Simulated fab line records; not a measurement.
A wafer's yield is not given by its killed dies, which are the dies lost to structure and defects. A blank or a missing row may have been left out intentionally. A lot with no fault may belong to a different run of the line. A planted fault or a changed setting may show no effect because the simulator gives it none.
fab line records -- flow n5_finfet
record: lots: 4, wafers: 12, last_day: 17
route steps=1938 shown BEOL_M15@1776 PASSIVATION@1936
lots with no fault: from the same line, run without faults
start_h: hours from the record's opening day to when the first of the lot's shown wafers began -- wait_h: how many hours have passed since the lot's step before this one -- " repeats the value in the row above -- L1.1+2: a single row standing in for several wafers -- - no value present, or no start provided -- * or withheld: withheld -- < > ~ a bound
route shown NAME@n: names a module that has steps shown in the file, with the first one's number in the route -- usual: mean/standard deviation taken from wafers without a fault -- same: alike in all rows -- chamber/n: place in a boat -- sites: readings site by site -- _std_site: their standard deviation -- _edge_site: inner sites' mean taken away from outer sites' mean -- radius_mm: for every site, how far away it sits from the centre of the wafer -- mask NAME#n: copy n -- behind: tool/chamber where the wafer was last shaped -- hold: reason for holding the lot/hours on hold/outcome of the hold -- device: the n, p or np transistor that did not switch -- end of line: tests run on the same wafers once the route is complete -- a step with no rows: only its recipe -- killed: dies lost to structure and defects at the first sort, not the wafer's yield -- map: dies across one wafer; x = killed, . = not, _ = none there
set.NAME: setting as actually run; set.NAME@STEP: the setting as run at that earlier step -- model.NAME: the simulator's own value behind a step, which no gauge read
lots at selected steps of the route; one table per step, one row per wafer
services: when a tool's chamber went out of use (start_h, in hours from the record's first day, below 0 if earlier), for how many hours, and the reason
== steps ==
step: N5_BEOL_M15_COAT_04
recipe: spin_rpm: 1704, resist_thk_nm: 800
step: N5_BEOL_M15_EBR_06
recipe: solvent: PGMEA, ebr_width_mm: 1.5
step: N5_BEOL_M15_SOFTBAKE_05
recipe: temp_c: 130, time_s: 60
step: N5_BEOL_M15_EXPOSE_07
recipe: mask_id: V14, na: 0.8, source_shape: annular, sigma_inner: 0.5, sigma_outer: 0.8, polarization: unpolarized, attpsm_phase_deg: 180, dose_mj: 41.25
step: N5_BEOL_M15_PEB_08
recipe: peb_temp_c: 130, peb_time_s: 90
step: N5_BEOL_M15_DEVELOP_09
recipe: develop_time_s: 45, rinse_liquid: diw, dry: air_spin, dev_temp_c: 21
step: N5_BEOL_M15_HARDBAKE_14
recipe: temp_c: 130, time_s: 120
step: N5_BEOL_M15_DESCUM_15
recipe: chemistry: O2, time_s: 7.9, source_power_w: 50, bias_power_w: 20, pressure_mtorr: 20, rf_frequency_hz: 2.712e+07, temp_c: 40, o2_flow_sccm: 225
step: N5_BEOL_M15_ETCH_59
recipe: chemistry: N2/H2, target: BARC, target_depth_a: 890, overetch_a: 267, time_s: 67.9, ion_energy_ev: 200, pressure_mtorr: 30, source_w: 840, bias_w: 150, n2_flow_sccm: 200, h2_flow_sccm: 200
step: N5_BEOL_M15_VIA_ETCH_16
recipe: chemistry: C4F8/O2/Ar, target: SiO2, he_inner_torr: 15, he_outer_torr: 30, target_depth_a: 17922, time_s: withheld, ion_energy_ev: 800, pressure_mtorr: 20, source_w: 1905, bias_w: 2040, Ar_flow_sccm: 400, C4F8_flow_sccm: 16, O2_flow_sccm: 12, ends: cleared
usual: bias_w: 2039/6.8, drypump_motor_current_A: 5.7/0.47, oes_product_au: 0.67/0.078, rf_vpp_V: 2232/33, showerhead_plenum_p_Torr: 3.43/0.12, throttle_valve_pct: 30.88/0.21
lot.wafer,tool,chamber,start_h,wait_h,bias_w,drypump_motor_current_A,oes_product_au,rf_vpp_V,showerhead_plenum_p_Torr,throttle_valve_pct
L657.1,rie_diel-02,1,242.87,0.0,2052,6.2,0.64,2227,3.55,30.94
L657.5,rie_diel-02,3,242.87,0.0,2023,5.9,0.62,2216,3.27,30.82
L657.6,rie_diel-02,2,242.87,0.0,2034,5.0,0.65,2232,3.40,30.67
L670.1,rie_diel-02,2,332.08,0.0,2048,5.0,0.63,2232,3.38,30.68
L670.5,rie_diel-02,3,332.08,0.0,2038,5.9,0.60,2216,3.26,30.85
L670.6,rie_diel-02,0,332.08,0.0,2037,5.8,0.63,2212,3.41,30.71
L668.3,rie_diel-02,3,332.49,0.0,2033,5.9,0.60,2215,3.26,30.85
L668.4,rie_diel-02,0,332.49,0.0,2038,5.8,0.63,2213,3.41,30.69
L668.6,rie_diel-02,3,332.49,0.0,2023,5.9,0.60,2214,3.26,30.84
L676.2,rie_diel-01,2,382.28,0.0,2035,6.0,0.61,2295,3.53,31.10
L676.4,rie_diel-01,1,382.28,0.0,2026,6.5,0.73,2209,3.44,30.65
L676.6,rie_diel-01,0,382.28,0.0,2043,6.0,0.65,2206,3.27,31.03
step: N5_BEOL_M15_STRIP_63
recipe: chemistry: O2, power_w: 600, temp_c: 60, pressure_mtorr: 30, rf_frequency_hz: 6e+07, bias_power_w: 0, overash_fraction: 0.3, o2_flow_sccm: 225
step: N5_BEOL_M15_STRIP_64
recipe: chemistry: O2, power_w: 600, temp_c: 60, pressure_mtorr: 30, rf_frequency_hz: 6e+07, bias_power_w: 0, overash_fraction: 0.3, o2_flow_sccm: 225
step: N5_BEOL_M15_STRIP_65
recipe: chemistry: post_etch_residue_remover, time_s: 60, temp_c: 25, remover_ph: withheld, remover_water_wt_pct: withheld, remover_fluoride_wt_pct: withheld
step: N5_BEOL_M15_SRD_66
recipe: time_s: 30, temp_c: 23, rinse_liquid: diw, dry: n2_spin, spin_rpm: 1500, dry_time_s: 30
step: N5_BEOL_M15_COAT_56
recipe: resist: SOC, temp_c: 250, time_s: 60, spin_rpm: 1500, resist_thk_nm: 550
step: N5_BEOL_M15_ETCH_57
recipe: chemistry: N2/H2, target: SOC, source_w: 3000, bias_w: 350, time_s: 750, ion_energy_ev: 200, pressure_mtorr: 30, n2_flow_sccm: 200, h2_flow_sccm: 200
step: N5_BEOL_M15_COAT_60
recipe: resist: BARC, temp_c: 205, time_s: 60, spin_rpm: 1500, resist_thk_nm: 89
step: N5_BEOL_M15_COAT_22
recipe: spin_rpm: 1704, resist_thk_nm: 800
step: N5_BEOL_M15_EBR_24
recipe: solvent: PGMEA, ebr_width_mm: 1.5
step: N5_BEOL_M15_SOFTBAKE_23
recipe: temp_c: 130, time_s: 60
step: N5_BEOL_M15_EXPOSE_25
recipe: mask_id: M15, na: 0.8, source_shape: annular, sigma_inner: 0.5, sigma_outer: 0.8, polarization: unpolarized, target_cd_nm: 400, dose_mj: 35.5
step: N5_BEOL_M15_PEB_26
recipe: peb_temp_c: 130, peb_time_s: 90
step: N5_BEOL_M15_DEVELOP_27
recipe: develop_time_s: 45, rinse_liquid: diw, dry: air_spin, dev_temp_c: 21
step: N5_BEOL_M15_HARDBAKE_32
recipe: temp_c: 130, time_s: 120
step: N5_BEOL_M15_INSPECT_30
recipe: mode: adi, inspect_instrument: macro
usual: raw_defect_count: 2.0/1.4
lot.wafer,tool,chamber,start_h,wait_h,raw_defect_count
L657.1,defect_inspect-01,-,244.21,0.0,0
L657.5,defect_inspect-01,-,244.21,0.0,1
L657.6,defect_inspect-01,-,244.21,0.0,4
L670.1,defect_inspect-02,-,333.43,0.0,300
L670.5,defect_inspect-02,-,333.43,0.0,298
L670.6,defect_inspect-02,-,333.43,0.0,274
L668.3,defect_inspect-02,-,333.96,0.0,>300
L668.4,defect_inspect-02,-,333.96,0.0,>300
L668.6,defect_inspect-02,-,333.96,0.0,299
L676.2,defect_inspect-01,-,383.62,0.0,1
L676.4,defect_inspect-01,-,383.62,0.0,1
L676.6,defect_inspect-01,-,383.62,0.0,1
step: N5_BEOL_M15_DESCUM_33
recipe: chemistry: O2, time_s: 7.9, source_power_w: 50, bias_power_w: 20, pressure_mtorr: 20, rf_frequency_hz: 2.712e+07, temp_c: 40, o2_flow_sccm: 225
step: N5_PASSIVATION_PROBE_49
usual: defect_limited_yield: 91.0/1.3, killed_at_M0_to_M3: 36/9.5, killed_at_M4_up: 14/5.6, killed_at_contacts: 12/6.4, killed_at_front_end: 40/10, killed_at_other: 3.2/3, killed_dies: 107/15, killed_on_rim: 15/4.5, killed_open: 69/12, killed_short: 35/7.7, sort_bin_5_function: 5.3/0.91, sort_bin_6_memory: 3.3/0.65, sort_n_pass: 1073/15, sort_yield_pct: 91.0/1.3
same: gross_dies: 1180, killed_at_back_side: 0, sort_bin_4_leakage[%]: 0, sort_bin_8_speed[%]: 0
lot.wafer,tool,chamber,start_h,wait_h,defect_limited_yield[%],killed_at_M0_to_M3,killed_at_M4_up,killed_at_contacts,killed_at_front_end,killed_at_other,killed_dies,killed_on_rim,killed_open,killed_short,sort_bin_5_function[%],sort_bin_6_memory[%],sort_n_pass,sort_yield_pct[%]
L670.1,prober-02,-,354.61,0.0,80.5,31,119,18,57,5,230,21,81,41,11.8,6.1,950,80.5
L670.5,prober-02,-,354.81,0.2,84.7,44,78,10,46,2,180,37,71,43,8.8,5.3,1000,84.7
L670.6,prober-02,-,354.86,0.3,85.1,46,60,29,40,1,176,36,74,35,8.3,4.6,1004,85.1
L668.3,prober-01,-,354.78,0.1,84.4,50,82,12,37,3,184,39,76,40,10.0,4.8,996,84.4
L668.4,prober-01,-,354.83,0.2,86.4,35,68,20,37,0,160,27,70,36,8.7,3.9,1020,86.4
L668.6,prober-01,-,354.93,0.3,87.1,22,78,19,31,2,152,27,66,21,8.3,3.2,1028,87.1
L676.2,prober-02,-,404.66,0.1,90.1,54,16,6,41,0,117,8,70,43,5.8,3.6,1063,90.1
L676.4,prober-02,-,404.76,0.2,90.6,31,8,7,65,0,111,8,68,39,6.1,3.0,1069,90.6
L676.6,prober-02,-,404.86,0.3,88.4,55,25,6,43,8,137,22,79,51,7.6,3.3,1043,88.4
killed by level:class
L670.1 BEOL_M15:unspecified=104 STI_FIN_REVEAL:geometric_particle:open=15 MOL_CONTACT_COAG:geometric_particle:open=11 GATE_CUT:geometric_particle:short=10 BEOL_M2:geometric_particle:open=8 MOL_CONTACT_COAG:geometric_particle:short=7 BEOL_M3:geometric_particle:open=7 FIN_SAQP:geometric_particle:short=6
L668.3 BEOL_M15:unspecified=66 BEOL_M0_SAQP:geometric_particle:open=18 BEOL_M0_SAQP:geometric_particle:short=11 MOL_CONTACT_COAG:geometric_particle:open=9 STI_FIN_REVEAL:geometric_particle:open=7 BEOL_M4:geometric_particle:open=6 FIN_SAQP:geometric_particle:short=5 GATE_CUT:geometric_particle:short=5
L670.5 BEOL_M15:unspecified=61 BEOL_M0_SAQP:geometric_particle:open=13 STI_FIN_REVEAL:geometric_particle:open=11 BEOL_M2:geometric_particle:open=9 BEOL_M0_SAQP:geometric_particle:short=8 MOL_CONTACT_COAG:geometric_particle:open=7 GATE_CUT:geometric_particle:short=6 DUMMY_GATE:geometric_particle:open=5
L668.4 BEOL_M15:unspecified=53 MOL_CONTACT_COAG:geometric_particle:open=17 BEOL_M3:geometric_particle:open=10 BEOL_M4:geometric_particle:open=9 ILD0:geometric_particle:short=7 BEOL_M0_SAQP:geometric_particle:short=7 FIN_SAQP:geometric_particle:short=5 STI_FIN_REVEAL:geometric_particle:open=5
L670.6 BEOL_M15:unspecified=48 MOL_CONTACT_COAG:geometric_particle:open=23 HKMG_FIN:area_etch=12 BEOL_M0_SAQP:geometric_particle:open=11 BEOL_M0_SAQP:geometric_particle:short=10 BEOL_M2:geometric_particle:open=10 STI_FIN_REVEAL:geometric_particle:open=8 MOL_CONTACT_COAG:geometric_particle:short=6
L668.6 BEOL_M15:unspecified=64 MOL_CONTACT_COAG:geometric_particle:open=15 STI_FIN_REVEAL:geometric_particle:open=8 BEOL_M3:geometric_particle:open=7 BEOL_M1:geometric_particle:open=6 BEOL_M4:geometric_particle:open=6 GATE_CUT:geometric_particle:short=5 FIN_SAQP:geometric_particle:open=4
L676.2 BEOL_M0_SAQP:geometric_particle:short=15 BEOL_M0_SAQP:geometric_particle:open=15 FIN_SAQP:geometric_particle:short=14 FIN_SAQP:geometric_particle:open=9 BEOL_M1:geometric_particle:open=6 BEOL_M2:geometric_particle:open=5 BEOL_M3:geometric_particle:open=5 BEOL_M4:geometric_particle:open=5
L676.4 FIN_SAQP:geometric_particle:short=21 FIN_SAQP:geometric_particle:open=17 BEOL_M0_SAQP:geometric_particle:short=8 STI_FIN_REVEAL:geometric_particle:open=7 MOL_CONTACT_COAG:geometric_particle:open=7 BEOL_M0_SAQP:geometric_particle:open=7 STI_FIN_REVEAL:geometric_particle:short=4 DUMMY_GATE:geometric_particle:open=4
L676.6 BEOL_M0_SAQP:geometric_particle:short=15 BEOL_M0_SAQP:geometric_particle:open=14 BEOL_M4:geometric_particle:open=13 BEOL_M2:geometric_particle:open=10 FIN_SAQP:geometric_particle:open=8 GATE_CUT:geometric_particle:short=7 BEOL_M1:geometric_particle:open=7 FIN_SAQP:geometric_particle:short=6
map L668.3 (x killed, . not)
_________________.x..x...x.x.________________
______________...xx............x_____________
___________...x.x.......xx.x.......__________
__________.........................._________
________......x.................x....._______
_______...............x.x..............______
______............xx..............x....._____
_____.................x.......x..........____
____................x.............x.......___
___.x....x.....x..........................x__
___....x..................................x__
__.x.............x..xx........x...x........._
__.............x...x...x......x........xx..x_
_.........x.....x...........xx.......x...x...
_.........x..........x.x...............x....x
_....x.......x....x......x.....x.x...........
_.........x.................x...............x
_x...........x...xx.........xx...x...........
_......................x..x.......x..........
_..x...........................xx...........x
_.............x..............x...............
__........x................................._
__....xx...................................._
___x...............x...x..........xx.x.....__
___.....x.x.xx.......x....x.....x..........__
____.............x..........x.xxxx...x....___
_____.....................x..x.xxx.xx....____
______x......x...........x.xxx.xxxxxxx.._____
_______...x....x...x.......xxxx.xxxxxx.______
________x........xx.xx....xxxxxxxxxxxx_______
__________....x...........xxxxxxxxxx_________
___________..............xxxxxxxxxx__________
______________.x.x........xxxxxx_____________
_________________.......x.xxx________________
map L670.1 (x killed, . not)
_________________.......x....________________
______________.................._____________
___________x.........x...xxxx....x.__________
__________.x...........x..xxx......._________
________....x.......x...xxx.xxx......._______
_______.............xxxxxxxxxxx..x.....______
______.....x....x...x.xxxxxxxxxxx.x....._____
_____.............x..xxxxxxxxxxx......x..____
____........x..x....xxxxxxxxxxxxxx........___
___x..x...........x...xxxxxxxxxxx....x...x.__
___......x.x.......x.x.xxxxxxxxx.xx........__
__.x....x..............xxxxxxxxxx..........._
__.....xx.....x........xx.xx.xxx..x........._
_.........x.......xx.xxxxx..x..x.......x.....
_.........x...x.x...x....x..x..x..x...x......
_..x...x.....x..........x.........x..x.......
_....x....x....x....x....xx.....x............
_.xx....x.x................x............x....
_.x.....x.........xx..x......................
_.........x..................................
_.x......x..x..x....xx.x..........x..........
__.......x.................................._
__.....x..x............x.x....x............._
___...............x.xx..x..................__
___.......x..x.x.............x.xx..........__
____...............x..x............x..x...___
_____........x....x......x...............____
______.........x.............x.........x_____
_______................x..x.x........x.______
________................x....x........_______
__________..........x.........x....x_________
___________.x...............x..xx.x__________
______________xx................_____________
_________________.....xx.xx..________________
== services ==
tool,chamber,start_h,hours,kind
rie_diel-02,3,351.18,-,clean
rie_diel-02,3,351.18,-,consumable_replace:focus_ring
rie_diel-02,3,351.18,-,consumable_replace:showerhead
rie_diel-02,3,351.18,16.0,scheduled_down
rie_diel-02,3,351.18,16.0,vent_cycle
rie_diel-01,3,374.08,-,clean
rie_diel-01,3,374.08,-,consumable_replace:focus_ring
rie_diel-01,3,374.08,-,consumable_replace:showerhead
rie_diel-01,3,374.08,19.6,scheduled_down
rie_diel-01,3,374.08,19.6,vent_cycle
== key ==
first_sign: step: N5_BEOL_M15_INSPECT_30, reading: raw_defect_count, direction: up, sigmas: 99+, usual: 2.0, struck: >295.2
effect: step: N5_PASSIVATION_PROBE_49, reading: killed_at_M4_up, direction: up, sigmas: 12, usual: 14, struck: 81
more_kills_born_at: N5_BEOL_M15_VIA_ETCH_16@rie_diel-02: 396
met_at N5_BEOL_M15_VIA_ETCH_16
struck_wafers L668.3,L668.4,L668.6,L670.1,L670.5,L670.6
baseline_loss: step: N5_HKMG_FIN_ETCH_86, wafers: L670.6
fault: kind: chamber_particle_source, tool: rie_diel-02, chamber: -, onset_h: 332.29, steps: N5_BEOL_M15_VIA_ETCH_16, rate_per_visit_cm2: 0.46299, end_h: 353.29
baseline_loss: these wafers lose ten dies or more at that step, a loss of the line's own and not of a fault; the sort's usual values leave them out
